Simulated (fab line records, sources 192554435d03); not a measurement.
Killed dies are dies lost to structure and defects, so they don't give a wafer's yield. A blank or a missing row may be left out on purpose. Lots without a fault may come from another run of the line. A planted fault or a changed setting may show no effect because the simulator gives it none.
fab line records | flow n5_finfet
record lots=5 wafers=15 last_day=19
route steps=1938 shown BEOL_M11@1566 BEOL_M12@1602 BEOL_M15@1830
lots that met no fault: from a run of the same line without faults
start_h: hours from the record's first day to the start of the lot's first wafer shown | wait_h: hours since the lot's step before | " the same as in the row above | L1.1+2: a row that stands for several wafers | - no value, or no start given | * or withheld: withheld | < > ~ a bound
route shown NAME@n: a module of which the file shows steps, and the number in the route of the first | usual: mean/standard deviation of fault-free wafers | same: alike in all rows | chamber/n: place in a boat | sites: the reading at each site | _std_site: their standard deviation | _edge_site: outer sites' mean less inner sites' | radius_mm: how far each site lies from the wafer's centre | mask NAME#n: copy n | behind: the tool/chamber that last shaped the wafer | hold: why the lot was held/for how many hours/how that ended | device: the transistor (n, p or np) that didn't switch | end of line: the same wafers' tests at the end of the route | a step without rows: its recipe alone | killed: dies lost to structure and defects at the first sort, not the wafer's yield | map: a wafer's dies, x killed, . not, _ none there
set.NAME: the setting as run; set.NAME@STEP: as run at that earlier step | model.NAME: the simulator's own value behind a step, which no gauge read
lots at some steps of the route; a table a step, a row a wafer
services: from which hour (start_h, from the record's first day; less than 0 if before it) a tool's chamber was out of use, for how many hours, and why
## steps
# step N5_BEOL_M11_PEB_26
# recipe peb_temp_c=withheld peb_time_s=60 resist=CAR-ArF
# step N5_BEOL_M11_DEVELOP_27
# recipe develop_time_s=30 developer=TMAH resist=CAR-ArF rinse_liquid=diw dry=air_spin dev_temp_c=23
# step N5_BEOL_M11_DESCUM_33
# recipe chemistry=O2 time_s=7.9 source_power_w=50 bias_power_w=20 pressure_mtorr=20 rf_frequency_hz=2.712e+07 temp_c=40 resist=CAR-ArF o2_flow_sccm=225
# step N5_BEOL_M11_ETCH_65
# recipe chemistry=CF4 target=SiARC target_depth_a=390 mask_material=CAR-ArF time_s=65 ion_energy_ev=80 pressure_mtorr=40 source_w=545 bias_w=36 Ar_flow_sccm=100 cf4_flow_sccm=100 ends=cleared
# step N5_BEOL_M11_ETCH_66
# recipe chemistry=N2/H2 target=SOC target_depth_a=1200 overetch_a=240 mask_material=SiARC temp_c=40 time_s=180 ion_energy_ev=200 pressure_mtorr=30 source_w=840 bias_w=150 n2_flow_sccm=200 h2_flow_sccm=200
# step N5_BEOL_M11_STRIP_69
# recipe chemistry=N2/H2 temp_c=40 n2_flow_sccm=200 h2_flow_sccm=200 rf_frequency_hz=6e+07
# step N5_BEOL_M11_VIA_ETCH_34
# recipe chemistry=C4F6/O2 target=SiCOH_lowk target_depth_a=1845 mask_material=SOC taper_deg=4 time_s=69.2 ion_energy_ev=250 pressure_mtorr=30 source_w=345 bias_w=185 Ar_flow_sccm=300 C4F6_flow_sccm=10 O2_flow_sccm=10
# step N5_BEOL_M11_STRIP_73
# recipe chemistry=C4F6/O2 resist=SiARC rf_frequency_hz=6e+07
# step N5_BEOL_M11_STRIP_36
# recipe chemistry=N2/H2 power_w=450 temp_c=40 pressure_mtorr=20 rf_frequency_hz=6e+07 overash_fraction=0.3 bias_power_w=7 h2_frac=0.5 n2_flow_sccm=200 h2_flow_sccm=200
# step N5_BEOL_M11_TRENCH_ETCH_37
# recipe chemistry=C4F6/O2 target_depth_a=1488.3 target=SiCOH_lowk time_s=48 ion_energy_ev=250 pressure_mtorr=30 source_w=345 bias_w=185 Ar_flow_sccm=300 C4F6_flow_sccm=10 O2_flow_sccm=10
# usual C4F6_flow_sccm=10.001/0.029 chamber_pressure_mTorr=29.999/0.024 drypump_motor_current_A=5.9/0.61 mfc_ar_sccm=299.8/0.96 oes_f_703_au=0.77/0.064 oes_o_777_au=0.77/0.064 oes_product_au=0.77/0.065 rf_fwd_power_W=341.6/1.6 rf_vpp_V=667/12 showerhead_plenum_p_Torr=2.82/0.075 throttle_valve_pct=20.93/0.23
# columns lot.wafer tool chamber start_h wait_h C4F6_flow_sccm chamber_pressure_mTorr drypump_motor_current_A mfc_ar_sccm oes_f_703_au oes_o_777_au oes_product_au rf_fwd_power_W rf_hours_counter_h rf_vpp_V showerhead_plenum_p_Torr throttle_valve_pct model.BEOL_M11.feature_depth_nm model.etch.depth_nm
L987.2 rie_diel-02 0 277.47 - 9.940 30.005 5.4 298.8 0.84 0.84 0.84 342.7 81 676 2.85 20.61 146.8 146.9
L987.4 " 3 " " 9.961 30.013 6.8 299.7 0.79 0.79 0.78 342.3 120 677 2.76 21.35 150.4 150.3
L987.5 " 1 " " 10.021 29.959 6.4 301.2 0.76 0.75 0.73 339.6 - 676 2.92 20.57 150 150
L995.3 rie_diel-02 0 321.21 - 9.994 30.026 5.4 298.6 0.59 0.63 0.77 259.2 95 777 2.84 20.63 133 133.1
L995.4 " 3 " " 9.977 29.988 6.8 300.5 0.78 0.78 0.77 341.8 134 675 2.75 21.39 149.8 149.7
L995.6 " 1 " " 10.007 29.990 6.4 300.7 0.73 0.74 0.71 340.1 - 676 2.92 20.58 148 148
L996.1 rie_diel-02 0 333.13 - 10.021 30.020 5.4 300.4 0.59 0.62 0.77 260.8 99 777 2.84 20.62 131.6 131.7
L996.3 " 3 " " 9.991 30.007 6.8 299.6 0.77 0.78 0.76 340.8 138 675 2.75 21.39 149 148.9
L996.6 " 0 " " 10.000 29.955 5.4 298.3 0.59 0.62 0.76 261.5 - 778 2.84 20.62 133.2 133.2
L101.3 rie_diel-02 2 341.43 - 10.001 30.050 6.5 299.0 0.76 0.75 0.75 340.9 119 646 2.76 20.90 142.6 142.6
L101.5 " 0 " " 10.010 29.972 5.4 300.5 0.59 0.63 0.76 260.1 - 777 2.84 20.62 132 132.1
L101.6 " 1 " " 10.027 30.054 6.4 299.7 0.74 0.74 0.71 339.7 - 675 2.92 20.58 148.6 148.7
L109.2 rie_diel-04 3 405.58 - 10.086 30.029 5.6 299.5 0.72 0.73 0.73 343.5 190 656 2.72 21.13 147.4 147.5
L109.4 " 2 " " 9.987 30.014 5.2 300.7 0.94 0.93 0.96 342.9 12 673 3.02 20.74 146.8 146.8
L109.5 " 0 " " 10.002 29.990 6.0 298.5 0.82 0.82 0.82 340.6 - 676 2.77 20.98 147.6 147.6
# step N5_BEOL_M11_ETCH_41
# recipe chemistry=CH3F/O2 target=SiCN target_depth_a=426 taper_deg=2 time_s=86 ion_energy_ev=120 mask_material=TiN pressure_mtorr=30 source_w=395 bias_w=75 Ar_flow_sccm=150 CH3F_flow_sccm=30 O2_flow_sccm=20
# step N5_BEOL_M11_STRIP_77
# recipe chemistry=N2/H2 time_s=10 power_w=450 temp_c=40 pressure_mtorr=20 rf_frequency_hz=6e+07 bias_power_w=7 n2_flow_sccm=200 h2_flow_sccm=200
# step N5_BEOL_M11_OCD_MEAS_38
# usual trench_depth_nm=148/3.3
# columns lot.wafer tool chamber start_h wait_h trench_depth_nm
L987.2 ocd-01 - 277.65 - 147
L987.4 " - " " 151
L987.5 " - " " 150
L995.3 ocd-02 - 321.40 - 133
L995.4 " - " " 150
L995.6 " - " " 148
L996.1 ocd-01 - 333.31 - 132
L996.3 " - " " 149
L996.6 " - " " 133
L101.3 ocd-02 - 341.61 - 143
L101.5 " - " " 132
L101.6 " - " " 149
L109.2 ocd-01 - 405.76 - 147
L109.4 " - " " 147
L109.5 " - " " 148
# step N5_BEOL_M11_HM_STRIP_39
# recipe chemistry=peroxide_tin_strip material=TiN target_depth_a=250 temp_c=50 time_s=158
# step N5_BEOL_M11_SRD_40
# recipe time_s=30 temp_c=23 rinse_liquid=diw dry=ipa_marangoni
# step N5_BEOL_M11_PRECLEAN_42
# recipe chemistry=residue_remover time_s=60 temp_c=40
# step N5_BEOL_M11_SRD_43
# recipe time_s=30 temp_c=23 rinse_liquid=diw dry=ipa_marangoni
# step N5_BEOL_M11_CURE_72
# recipe temp_c=370 time_s=120 ambient=DMADMS/He material=SiCOH_lowk
# step N5_BEOL_M11_DEGAS_44
# recipe ambient=vacuum temp_c=250 time_s=60
# step N5_BEOL_M11_PRE_CLEAN_45
# recipe gas=H2/He time_s=30 temp_c=250
# step N5_BEOL_M11_ALD_74
# recipe material=TaN target_thk_a=20 temp_c=275 ald_precursor_family=PDMAT ald_co_reactant=NH3 pressure_torr=3 carrier_flow_sccm=1500 pulse_time_s=2 purge_time_s=3 co_reactant_purge_time_s=2 co_reactant_pulse_time_s=3 ald_cycles=40 precursor_vessel_temp_c=75 precursor_vessel_pressure_torr=26.25 precursor_vessel_carrier_sccm=1000
# step N5_BEOL_M11_SURFACE_TREAT_76
# recipe gas=Ar time_s=* ion_energy_ev=* ion_current_ma_cm2=0.5 pressure_mtorr=* ar_flow_sccm=30
# step N5_BEOL_M11_CVD_75
# recipe material=Co target_thk_a=20 temp_c=withheld precursor=CCTBA/H2 pressure_torr=30 time_s=138.9
# step N5_BEOL_M11_SPUTTER_48
# recipe material=Cu target_thk_a=120 temp_c=-20 bias_v=60 power_w=26000 chamber_pressure_pa=0.13 time_s=2
# step N5_BEOL_M11_ECD_50
# recipe material=Cu target_thk_a=3180
# step N5_BEOL_M11_ANNEAL_51
# recipe temp_c=225 time_s=90 ambient=N2
# step N5_BEOL_M11_CMP_52
# recipe stop_on=SiCOH_lowk t_overpolish_s=7 down_force_psi=1 platen_rpm=50 clearing_platen_down_force_psi=1.5 clearing_platen_rpm=50 post_cmp_clean=cu_alkaline target_thk_nm=140 clearing_platen_pad_velocity_m_s=0.99484 pad_velocity_m_s=0.99484
# usual barrier_field_endpoint_s=29.0/0.75 head_pressure_psi=0.9997/0.0022 motor_current_A=6.0/0.5 overpolish_run_s=6.999/0.0085 time_to_endpoint_s=65/3.2
# columns lot.wafer tool chamber start_h wait_h barrier_field_endpoint_s head_pressure_psi motor_current_A overpolish_run_s time_to_endpoint_s model.Cu_of_BEOL_M11_ECD_50.thk_nm
L987.2 cmp-04 2 279.29 0.2 29.5 1.0007 6.1 7.007 69 138.8
L987.4 " 3 " " 29.2 0.9956 5.4 6.991 70 142
L987.5 " 1 " " 29.3 0.9993 6.7 7.006 64 140
L995.3 cmp-03 1 325.12 0.2 28.4 0.9993 5.3 7.013 63 123.6
L995.4 " 2 " " 29.5 0.9988 6.6 6.998 66 139.8
L995.6 " 0 " " 29.2 1.0002 5.5 7.003 62 139.2
L996.3 cmp-02 2 335.67 0.2 27.9 0.9989 6.4 6.985 63 140
L996.1 " 3 " " 28.3 0.9964 5.6 7.012 63 123.6
L996.6 " 3 " " 28.7 0.9966 5.9 6.999 63 124.4
L101.3 cmp-03 0 344.45 0.2 28.9 0.9974 5.2 7.011 64 133.4
L101.5 " 2 " " 29.3 1.0019 6.1 7.005 64 122.8
L101.6 " 3 " " 30.7 1.0020 5.8 7.013 68 140.4
L109.2 cmp-02 2 408.41 0.2 28.1 1.0005 6.2 7.003 62 137.8
L109.4 " 3 " " 28.8 0.9977 5.7 7.003 61 136.6
L109.5 " 2 " " 28.9 1.0007 6.0 7.013 62 138.6
# step N5_BEOL_M11_THK_MEAS_53
# recipe thk_meas_gauge=xrf reads=Cu_of_BEOL_M11_ECD_50
# usual M11_THK=139/3.7
# columns lot.wafer tool chamber start_h wait_h M11_THK[nm]
L987.2 film_metro-01 - 279.54 - 138
L987.4 " - " " 141
L987.5 " - " " 140
L995.3 film_metro-02 - 325.38 - 124
L995.4 " - " " 140
L995.6 " - " " 140
L996.1 film_metro-01 - 335.96 - 123
L996.3 " - " " 140
L996.6 " - " " 125
L101.3 film_metro-02 - 344.67 - 133
L101.5 " - " " 122
L101.6 " - " " 140
L109.2 film_metro-01 - 408.66 - 137
L109.4 " - " " 136
L109.5 " - " " 137
# step N5_BEOL_M11_PRE_CLEAN_55
# recipe gas=NH3 time_s=15 temp_c=withheld rf_power_w=300
# step N5_BEOL_M11_DEP_56
# recipe material=SiCN target_thk_a=300 temp_c=withheld precursor=3MS/NH3 pressure_torr=3 rf_w=675 time_s=10.5
# step N5_BEOL_M11_RS_MEAS_57
# recipe thk_meas_gauge=four-point-probe reads=Cu_of_BEOL_M11_ECD_50+Co_of_BEOL_M11_CVD_75+TaN_of_BEOL_M11_ALD_74
# usual M11_RS=0.152/0.0043
# columns lot.wafer tool chamber start_h wait_h M11_RS[ohm/sq]
L987.2 film_metro-01 - 279.67 0.0 0.152
L987.4 " - " " 0.149
L987.5 " - " " 0.151
L995.3 film_metro-02 - 325.50 0.0 0.173
L995.4 " - " " 0.151
L995.6 " - " " 0.151
L996.1 film_metro-01 - 336.09 0.0 0.174
L996.3 " - " " 0.151
L996.6 " - " " 0.172
L101.3 film_metro-01 - 344.80 0.0 0.159
L101.5 " - " " 0.175
L101.6 " - " " 0.151
L109.2 film_metro-02 - 408.79 0.0 0.154
L109.4 " - " " 0.155
L109.5 " - " " 0.153
# step N5_BEOL_M12_ILD_DEP_00
# recipe material=SiOC target_thk_a=6589.2 temp_c=350 precursor=DEMS/O2 pressure_torr=5 rf_w=500 time_s=130.7
# step N5_BEOL_M12_COAT_58
# recipe resist=BARC temp_c=205 time_s=60 spin_rpm=1500 resist_thk_nm=89
# step N5_BEOL_M12_COAT_04
# recipe spin_rpm=1625 resist_thk_nm=400
# step N5_BEOL_M12_EBR_06
# recipe solvent=PGMEA ebr_width_mm=1.5
# step N5_BEOL_M12_SOFTBAKE_05
# recipe temp_c=130 time_s=60
# step N5_BEOL_M15_RC_MEAS_101
# usual COMB_M10=1.36e-11/2.8e-12 COMB_M10_max_site=1.9e-11/4.3e-12 COMB_M11=1.43e-11/2.8e-12 COMB_M12=5.8e-12/1.4e-12 COMB_M13=4.6e-12/1.1e-12 COMB_M14=3.3e-12/1e-12 COMB_M15=2.1e-12/8.1e-13 COMB_M5=3.7e-11/7.7e-12 COMB_M6=2.4e-11/4.9e-12 COMB_M7=2.4e-11/5e-12 COMB_M7_max_site=3.4e-11/9.2e-12 COMB_M8=2.5e-11/4.6e-12 COMB_M9=1.44e-11/3e-12 SERP_M10=3.08/0.084 SERP_M11=3.12/0.096 SERP_M11_max_site=3.22/0.1 SERP_M12=0.637/0.014 SERP_M12_max_site=0.651/0.016 SERP_M13=0.310/0.0057 SERP_M14=0.160/0.004 SERP_M5=39.0/1.9 SERP_M6=13.9/0.66 SERP_M7=13.9/0.61 SERP_M8=13.9/0.64 SERP_M9=3.11/0.099
# columns lot.wafer tool chamber start_h wait_h COMB_M10[S/m] COMB_M10_max_site[S/m] COMB_M11[S/m] COMB_M12[S/m] COMB_M13[S/m] COMB_M14[S/m] COMB_M15[S/m] COMB_M5[S/m] COMB_M6[S/m] COMB_M7[S/m] COMB_M7_max_site[S/m] COMB_M8[S/m] COMB_M9[S/m] SERP_M10[ohm/um] SERP_M11[ohm/um] SERP_M11_max_site[ohm/um] SERP_M12[ohm/um] SERP_M12_max_site[ohm/um] SERP_M13[ohm/um] SERP_M14[ohm/um] SERP_M5[ohm/um] SERP_M6[ohm/um] SERP_M7[ohm/um] SERP_M8[ohm/um] SERP_M9[ohm/um]
L987.2 prober-02 0 303.27 0.2 1.3e-11 1.7e-11 9.9e-12 5e-12 2.8e-12 3.5e-12 1.5e-12 5.4e-11 1.9e-11 3.1e-11 5.7e-11 3.4e-11 1.99e-11 3.09 3.05 3.26 0.607 0.620 0.311 0.155 36.6 13.7 14.4 13.9 2.98
L987.4 " 0 " " 1.17e-11 1.6e-11 1.04e-11 6.1e-12 3.9e-12 3.7e-12 1.9e-12 2.9e-11 1.9e-11 1.9e-11 2.5e-11 3.2e-11 1.06e-11 3.08 3.04 3.08 0.643 0.648 0.302 0.152 39.5 13.5 13.9 13.9 3.16
L987.5 " 0 " " 9.6e-12 1.8e-11 1.29e-11 4.8e-12 5.5e-12 2.3e-12 2e-12 3.7e-11 1.9e-11 2.7e-11 4.2e-11 2.6e-11 1.02e-11 3.10 3.07 3.20 0.644 0.648 0.305 0.155 38.1 14.5 13.1 14.0 3.02
L995.3 prober-02 0 349.71 0.3 1.22e-11 2.3e-11 1.3e-11 5.9e-12 3.6e-12 3.4e-12 1.7e-12 3.5e-11 2.2e-11 2.9e-11 3.5e-11 2.6e-11 1.49e-11 3.11 3.48 3.63 0.648 0.661 0.302 0.162 38.9 15.0 14.5 15.1 2.99
L995.4 " 0 " " 1.39e-11 2.1e-11 1.53e-11 4.5e-12 4.6e-12 2e-12 1.5e-12 2.5e-11 3e-11 1.5e-11 2.7e-11 2.1e-11 7.9e-12 3.15 3.17 3.22 0.642 0.654 0.319 0.157 42.1 14.4 13.8 15.4 3.24
L995.6 " 0 " " 1.42e-11 2.3e-11 1.49e-11 5.5e-12 4e-12 2.9e-12 2.4e-12 4.4e-11 3e-11 2e-11 2.8e-11 1.9e-11 1.46e-11 3.05 3.03 3.13 0.640 0.660 0.308 0.159 40.1 14.6 13.3 14.0 3.21
L996.1 prober-02 0 360.79 0.0 1.5e-11 2.3e-11 1.49e-11 5.6e-12 4.7e-12 2.5e-12 1.5e-12 4e-11 2.1e-11 2.2e-11 3.4e-11 2.4e-11 1.4e-11 2.99 3.56 3.63 0.631 0.647 0.299 0.161 37.9 12.3 13.6 13.5 3.00
L996.3 " 0 " " 1.09e-11 1.4e-11 1.43e-11 6.9e-12 3.7e-12 2.4e-12 1.8e-12 4.5e-11 2.2e-11 1.6e-11 2.2e-11 2.6e-11 1.03e-11 3.05 3.07 3.15 0.622 0.628 0.315 0.160 40.1 13.2 14.6 13.1 3.08
L996.6 " 0 " " 1.36e-11 2.1e-11 1.35e-11 3.5e-12 5e-12 4e-12 1.3e-12 2.8e-11 2e-11 1.9e-11 2.7e-11 2.9e-11 1.02e-11 3.08 3.55 3.61 0.637 0.653 0.303 0.163 35.7 13.2 13.5 13.3 3.21
L101.3 prober-01 0 375.04 0.3 1.32e-11 1.9e-11 1.41e-11 5.5e-12 3.9e-12 3.8e-12 2.9e-12 4e-11 2.5e-11 2.1e-11 3.4e-11 2.2e-11 1.5e-11 2.96 3.28 3.35 0.640 0.659 0.311 0.168 36.8 14.4 13.5 14.7 3.21
L101.5 " 0 " " 1.47e-11 2.1e-11 1.94e-11 5.6e-12 2.8e-12 4.3e-12 2.4e-12 4.6e-11 2.5e-11 2.6e-11 3.8e-11 2.7e-11 2.07e-11 3.13 3.56 3.60 0.623 0.637 0.306 0.167 40.0 14.6 13.0 13.6 3.03
L101.6 " 0 " " 1.53e-11 2e-11 1.3e-11 5.2e-12 5.8e-12 2.5e-12 3e-12 5.1e-11 2.2e-11 2.7e-11 3.9e-11 2.7e-11 1.31e-11 3.22 3.04 3.13 0.661 0.686 0.306 0.161 39.0 13.8 13.9 14.0 3.25
L109.2 prober-02 0 434.16 0.2 9.2e-12 1.2e-11 1.08e-11 5.8e-12 4.3e-12 1.9e-12 1e-12 3.7e-11 1.7e-11 2.7e-11 3.8e-11 2.4e-11 1.65e-11 3.13 3.14 3.21 0.623 0.635 0.310 0.164 40.8 13.9 12.9 14.1 3.06
L109.4 " 0 " " 1.11e-11 1.6e-11 1.18e-11 5.5e-12 5.6e-12 3.8e-12 9e-13 2.9e-11 1.7e-11 2e-11 3.4e-11 3.5e-11 1.1e-11 3.20 3.24 3.33 0.621 0.635 0.303 0.163 39.9 13.0 13.5 13.8 2.94
L109.5 " 0 " " 1.69e-11 2.3e-11 1.26e-11 4.6e-12 4.9e-12 3.5e-12 1.5e-12 4.1e-11 2e-11 1.7e-11 2.7e-11 3e-11 1.91e-11 3.19 3.19 3.25 0.636 0.644 0.310 0.164 37.3 13.3 13.4 13.3 3.02
# sites SERP_M11 radius_mm=0,75,75,75,75,140,140,140,140
L987.2 2.92 3.05 2.96 3.00 3.01 3.22 3.11 3.15 3.26
L995.3 3.41 3.48 3.43 3.46 3.45 3.63 3.52 3.58 3.59
L996.1 3.52 3.59 3.54 3.53 3.63 3.50 3.56 3.62 3.60
L101.3 3.18 3.28 3.28 3.26 3.29 3.32 3.35 3.27 3.33
L109.2 3.16 3.19 3.14 3.21 3.18 3.05 3.09 3.06 3.08
## services
# columns tool chamber start_h hours kind
cmp-02 - 253.81 1.8 repair
cmp-04 - 273.48 0.8 repair
cmp-02 - 276.03 0.5 repair
cmp-02 - 277.21 8.7 pm
cmp-03 - 303.28 0.5 repair
cmp-04 - 323.84 1.4 repair
rie_diel-02 2 333.65 4.7 repair
cmp-03 - 335.78 5.1 pm
cmp-04 - 351.66 1.4 repair
rie_diel-04 2 352.44 - clean
rie_diel-04 2 352.44 - consumable_replace:focus_ring
rie_diel-04 2 352.44 - consumable_replace:showerhead
rie_diel-04 2 352.44 16.8 scheduled_down
rie_diel-04 2 352.44 16.8 vent_cycle
cmp-02 - 374.01 0.6 repair
cmp-04 - 387.49 0.4 repair
## key
first_sign step=N5_BEOL_M11_TRENCH_ETCH_37 reading=rf_fwd_power_W direction=down sigmas=50 usual=* struck=*
effect step=N5_BEOL_M11_TRENCH_ETCH_37 reading=rf_vpp_V direction=up sigmas=9.1 usual=667 struck=777
effect step=N5_BEOL_M11_OCD_MEAS_38 reading=trench_depth_nm direction=down sigmas=4.7 usual=148 struck=133
effect step=N5_BEOL_M11_THK_MEAS_53 reading=M11_THK direction=down sigmas=4.2 usual=139 struck=124
effect step=N5_BEOL_M11_RS_MEAS_57 reading=M11_RS direction=up sigmas=4.9 usual=0.152 struck=0.173
effect step=N5_BEOL_M15_RC_MEAS_101 reading=SERP_M11 direction=up sigmas=4.3 usual=3.12 struck=3.54
model_effect step=N5_BEOL_M11_TRENCH_ETCH_37 value=BEOL_M11.feature_depth_nm without=147.4 struck=132.4
model_effect step=N5_BEOL_M11_CMP_52 value=Cu_of_BEOL_M11_ECD_50.thk_nm without=138.4 struck=123.6
met_at N5_BEOL_M11_TRENCH_ETCH_37
struck_wafers L995.3,L996.1,L996.6,L101.5
onset_between 277.47 321.21
fault kind=process_parameter_drift tool=rie_diel-02 chamber=0 onset_h=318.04 steps=N5_BEOL_M11_TRENCH_ETCH_37 channel=source_w offset=-82.8 shape=step end_h=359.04 acts_in=these_recipes_only stated=345
